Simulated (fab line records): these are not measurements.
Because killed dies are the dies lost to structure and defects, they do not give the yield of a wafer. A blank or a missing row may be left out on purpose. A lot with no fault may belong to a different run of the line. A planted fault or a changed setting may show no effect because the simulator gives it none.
A lot that was struck, set against a sound lot	flow n5 finfet	23 out of 1938 route steps
Sound: wafers L523.3, L523.5, L523.6. Wafers struck: L514.1, L514.2, L514.3. Last of all comes the cause.
For every step that has rows: the tool of each side, followed by ch and its chambers, followed by its first start. Under that, the readings that differ: sound wafers	struck wafers	difference of the means	sigmas: that difference in standard deviations of wafers without a fault.
alike: readings whose means differ by less than 2 such deviations, and words and numbers that are the same on both sides. not compared: withheld readings, readings that some wafer has no value for, bounds like >300 that may hide the same value, and numbers for which the record gives no deviation and whose values overlap.
Wherever a step has rows on one side only, a row that says differs or no value, or a row with sigmas, the two part there. Numbers that have no deviation but don't overlap get no sigmas and don't part them. A reading missing from all wafers of one side parts the sides only when that side holds two or more wafers.

first, 11 steps without rows for these wafers: N5_BEOL_M0_SAQP_STRIP_113 (strips in CHF3/O2); N5_BEOL_M0_SAQP_MANDREL_ETCH_20 (etches a-Si in HBr/Cl2, stops on SiNx, target depth 60 nm, bt time 10 s, time 30 s); N5_BEOL_M0_SAQP_STRIP_86 (strips in N2/H2); N5_BEOL_M0_SAQP_STRIP_115 (strips in post etch residue remover, time 60 s); N5_BEOL_M0_SAQP_SRD_93 (time 30 s); N5_BEOL_M0_SAQP_RECESS_114 (chemistry HF/NH3, target SiO2, target depth 14.4 nm, afs cycles 3, sublimation time 60 s); N5_BEOL_M0_SAQP_SPACER1_ALD_98 (deposits SiO2, target thk 12.8 nm, pulse time 1 s, purge time 2 s); N5_BEOL_M0_SAQP_SPACER1_ETCHBACK_99 (etches SiO2 in CHF3/O2, target depth 15.4 nm, time 7.7 s); N5_BEOL_M0_SAQP_MANDREL1_REMOVE_100 (chemistry HBr/Cl2/O2, target a-Si, stops on SiNx, bt time 10 s); N5_BEOL_M0_SAQP_ETCH_101 (etches SiNx in CH3F/O2, target depth 29.9 nm, time 42.7 s); N5_BEOL_M0_SAQP_ETCH_102 (etches SiO2 in CF4, target depth 4 nm, time 4.4 s).
N5_BEOL_M0_SAQP_MANDREL_ETCH_103: etches a-Si in HBr/Cl2, stops on SiCN, target depth 45 nm, bt time 10 s, time 27 s.
  sound on rie si-01 ch 2,3, day 9 00:46; struck on rie si-05 ch 1,2,3, day 6 18:38
  no value came back on the struck wafers for any of 5 readings (HBr_flow_sccm (sccm), bias w (W) and others); on the sound wafers HBr_flow_sccm (sccm) reads 150.1 150.2 150.3
reading	sound	struck	difference	sigmas
model.SiCN_of_BEOL_M0_SAQP_PECVD_03.thk nm (nm)	8.8 9.2 9	12 12.2 12.4	+3	
  not compared: rf hours counter h
then, 2 steps without rows for these wafers: N5_BEOL_M0_SAQP_RECESS_104 (chemistry HF/NH3, target SiO2, target depth 18 nm, afs cycles 3, sublimation time 60 s); N5_BEOL_M0_SAQP_COAT_105 (time 60 s, resist thk 100 nm).
N5_BEOL_M0_SAQP_ETCH_106: etches SOC in N2/H2, stops on SiNx, target depth 150 nm.
  sound on rie diel-06 ch 0,3, day 9 01:37; struck on rie diel-02 ch 1,2,3, day 6 19:11
reading	sound	struck	difference	sigmas
oes product au (a.u.)	0.87 0.87 0.68	0.34 0.31 0.26	-0.50	-6
  alike: bias w, chamber pressure mTorr, drypump motor current A, rf vpp V, showerhead plenum p Torr, throttle valve pct
  not compared: rf hours counter h
then, 2 steps without rows for these wafers: N5_BEOL_M0_SAQP_ETCH_107 (etches SiNx in CH3F/O2, target depth 30 nm); N5_BEOL_M0_SAQP_STRIP_108 (strips in N2/H2).
N5_BEOL_M0_SAQP_RECESS_109: chemistry HF/NH3, target SiO2, target depth 3 nm, afs cycles 1, sublimation time 60 s.
  sound on vapor etch-02 ch 0,1, day 9 01:50; struck on vapor etch-02 ch 0,1, day 6 19:21
reading	sound	struck	difference	sigmas
model.SiCN_of_BEOL_M0_SAQP_PECVD_03.thk nm (nm)	8.6 8.8 8.6	11.8 12 12	+3.3	
  alike: drypump motor current A, sublimation temp c
then, 1 step without rows for these wafers: N5_BEOL_M0_SAQP_SPACER2_ALD_26 (deposits SiO2, target thk 15 nm, pulse time 1 s, purge time 2 s).
N5_BEOL_M0_SAQP_SPACER2_ETCHBACK_27: etches SiO2 in CHF3/O2, target depth 22.5 nm, time 11.25 s.
  sound on rie diel-06 ch 0,1,3, day 9 02:29; struck on rie diel-01 ch 0,1,2, day 6 20:03
reading	sound	struck	difference	sigmas
oes product au (a.u.)	0.89 0.88 0.69	0.28 0.28 0.35	-0.52	-5
  alike: drypump motor current A, rf vpp V, showerhead plenum p Torr, throttle valve pct
  not compared: rf hours counter h
then, 1 step without rows for these wafers: N5_BEOL_M0_SAQP_MANDREL2_REMOVE_110 (chemistry HBr/Cl2/O2, target a-Si, stops on SiCN, bt time 10 s).
N5_BEOL_M4_RC_MEAS_101:
  the record has rows for the sound wafers here (prober-01 ch 0, day 11 16:41) and none for the struck ones
-- here the record skips 6 days between the struck wafers' starts before and after, leaving off in module BEOL_M4 and picking up in module PASSIVATION (first step shown: number 1936 of the route) --
N5_PASSIVATION_PROBE_49:
  sound on prober-02, day 16 13:43; struck on prober-01, day 13 04:16
reading	sound	struck	difference	sigmas
defect limited yield (%)	92.6 91.4 90.9	0 0 0	-92	-65
killed_at_M0_to_M3	39 35 39	1123 1133 1114	+1086	+99 or more
killed dies	87 101 107	1180 1180 1180	+1082	+64
killed on rim	12 15 9	152 152 152	+140	+33
sort_bin_5_function (%)	4.4 5.4 5.1	97.8 98.0 96.8	+92.6	+99 or more
sort n pass	1093 1079 1073	0 0 0	-1082	-26
sort yield pct (%)	93 91 91	0 0 0	-92	-26
  alike: killed_at_M4_up, killed at contacts, killed at front end, killed at other, killed open, killed short, sort_bin_6_memory

## WHERE THEY PART
Earliest at N5_BEOL_M0_SAQP_MANDREL_ETCH_103; latest, in this record, at N5_PASSIVATION_PROBE_49.

WHY: the cause the simulator had injected
Entire step skipped (rie si-05, N5_BEOL_M0_SAQP_MANDREL_ETCH_103), from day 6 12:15 onward. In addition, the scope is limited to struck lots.
